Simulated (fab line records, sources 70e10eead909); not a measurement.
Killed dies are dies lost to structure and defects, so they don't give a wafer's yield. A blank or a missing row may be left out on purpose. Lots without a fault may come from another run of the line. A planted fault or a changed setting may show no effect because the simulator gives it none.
A struck lot beside a sound one | flow nand_harc | 39 steps out of a route of 1302
Sound: wafers L716.1, L716.4, L716.5. Struck: wafers L711.1, L711.2, L711.6. The cause comes at the end.
At each step with rows: each side's tool, then ch and its chambers, then its first start. Under that, the readings that differ: sound wafers | struck wafers | difference of the means | sigmas: that difference in standard deviations of wafers without a fault.
alike: readings whose means differ by less than 2 such deviations, and words and numbers that are the same on both sides. not compared: withheld readings, readings that some wafer has no value for, bounds like >300 that may hide the same value, and numbers for which the record gives no deviation and whose values overlap.
The two part at a step that has a row with sigmas, a row that says differs or no value, or rows on one side only. Numbers that don't overlap but have no deviation are shown without sigmas and don't part them. A reading that every wafer of one side lacks parts them only if that side has two wafers or more.

first, 5 steps without rows for these wafers: NHARC_A_BONDPAD_SOFTBAKE_04 (time 70 s); NHARC_A_BONDPAD_EBR_05; NHARC_A_BONDPAD_EXPOSE_06 (exposes mask A BPAD); NHARC_A_BONDPAD_PEB_07 (peb time 80 s); NHARC_A_BONDPAD_DEVELOP_08 (time 50 s).
NHARC_A_BONDPAD_CD_MEAS_09: target cd 500 nm.
  sound on cd_sem-02 ch 0, day 29 13:12; struck on cd_sem-03 ch 0, day 28 02:17
  alike: cd_nm
NHARC_A_BONDPAD_OVL_MEAS_35:
  sound on overlay-02, day 29 13:17; struck on overlay-01, day 28 02:23
  alike: overlay_x_nm, overlay_y_nm
then, 4 steps without rows for these wafers: NHARC_A_BONDPAD_HARDBAKE_10 (time 65 s); NHARC_A_BONDPAD_DESCUM_11 (chemistry O2, time 3 s); NHARC_A_BONDPAD_ETCH_34 (etches the open film in N2/H2, target depth 60 nm, overetch 18 nm, time 65.91 s); NHARC_A_BONDPAD_ETCH_12 (etches the open film in CHF3/O2, target depth 220 nm, time 110 s).
NHARC_A_BONDPAD_CD_MEAS_13:
  sound on cd_sem-01, day 29 13:43; struck on cd_sem-02, day 28 02:49
  alike: cd_nm
NHARC_A_BONDPAD_STRIP_15: strips in O2.
  sound on rie_diel-09 ch 0,2,3, day 29 13:49; struck on rie_diel-04 ch 0,1,3, day 28 02:55
  reading      | sound          | struck         | difference | sigmas
  rf_vpp_V (V) | 58.0 58.6 59.0 | 54.7 56.5 57.6 | -2.3       | -2
  alike: drypump_motor_current_A, oes_product_au, showerhead_plenum_p_Torr, throttle_valve_pct
  not compared: rf_hours_counter_h
NHARC_A_BONDPAD_ETCH_24: etches the open film in CF4/N2, target depth 30 nm, time 72.99 s.
  sound on rie_diel-09 ch 1,2,3; struck on rie_diel-04 ch 0,2,3
  reading               | sound             | struck            | difference | sigmas
  oes_product_au (a.u.) | 1.014 1.018 1.011 | 0.986 0.994 1.002 | -0.020     | -2
  alike: drypump_motor_current_A, rf_fwd_power_W, rf_vpp_V, showerhead_plenum_p_Torr, throttle_valve_pct
  not compared: rf_hours_counter_h
then, 2 steps without rows for these wafers: NHARC_A_BONDPAD_STRIP_16 (strips in post etch residue remover, time 600 s); NHARC_A_BONDPAD_DEGAS_25 (time 60 s).
NHARC_A_BONDPAD_PRE_CLEAN_26: time 30 s.
  sound on pvd_sputter-03; struck on pvd_sputter-02
  alike: heater_power_w
NHARC_A_BONDPAD_PVD_17: deposits TaN, target thk 5 nm, time 8.06 s.
  sound on pvd_sputter-03; struck on pvd_sputter-02
  alike: bias_v, throttle_valve_pct
then, 3 steps without rows for these wafers: NHARC_A_BONDPAD_PVD_27 (deposits Cu, target thk 30 nm, time 20.49 s); NHARC_A_BONDPAD_ECD_18 (material Cu, target thk 400 nm); NHARC_A_BONDPAD_ANNEAL_28 (time 90 s).
NHARC_A_BONDPAD_CMP_19: polishes, t overpolish 30 s, cu recess touch 16 s, target thk 169.82 nm.
  sound on cmp-01 ch 1,2,3, day 29 15:28; struck on cmp-01 ch 1,2,3, day 28 04:33
  alike: motor_current_A, overpolish_run_s
NHARC_A_BONDPAD_THK_MEAS_20: measures by xrf.
  sound on film_metro-01, day 29 15:47; struck on film_metro-01, day 28 04:50
  alike: thk_nm
then, 6 steps without rows for these wafers: NHARC_A_BONDPAD_SRD_21 (time 30 s, dry time 20 s); NHARC_HYBRID_BOND_ACTIVATE_00 (chemistry N2, time 60 s); NHARC_HYBRID_BOND_PRECLEAN_01 (cleans in DIW, time 300 s); NHARC_HYBRID_BOND_SRD_02 (time 30 s, dry time 20 s); NHARC_HYBRID_BOND_BOND_03; NHARC_HYBRID_BOND_ANNEAL_04 (time 7200 s).
NHARC_HYBRID_BOND_OVL_MEAS_05:
  sound on overlay-01, day 30 01:26; struck on overlay-01, day 28 14:08
  alike: overlay_x_nm, overlay_y_nm
NHARC_THIN_TSV_GRIND_00:
  sound on grinder-01 ch 0, day 30 01:38; struck on grinder-01 ch 0, day 28 14:20
  alike: motor_current_A
then, 1 step without rows for these wafers: NHARC_THIN_TSV_CMP_01 (polishes).
NHARC_THIN_TSV_THK_MEAS_02: measures by ir.
  sound on film_metro-01, day 30 03:07; struck on film_metro-01, day 28 15:50
  alike: thk_nm
then, 5 steps without rows for these wafers: NHARC_THIN_TSV_SRD_03; NHARC_THIN_TSV_PRECLEAN_41 (cleans in SC1); NHARC_THIN_TSV_SRD_42; NHARC_THIN_TSV_DEP_43 (deposits SiO2, target thk 1328.5 nm); NHARC_THIN_TSV_DEHYDRATE_04 (time 120 s).
NHARC_END_SORT_01:
  the record has rows for the struck wafers here (prober-02 ch 0, day 29 10:29) and none for the sound ones

WHERE THEY PART
First at NHARC_A_BONDPAD_STRIP_15; last, within this record, at NHARC_END_SORT_01.

WHY: what the simulator had put in
Chamber particle source: rie_diel-04, from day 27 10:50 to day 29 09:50, at NHARC_A_BONDPAD_STRIP_15. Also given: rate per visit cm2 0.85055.
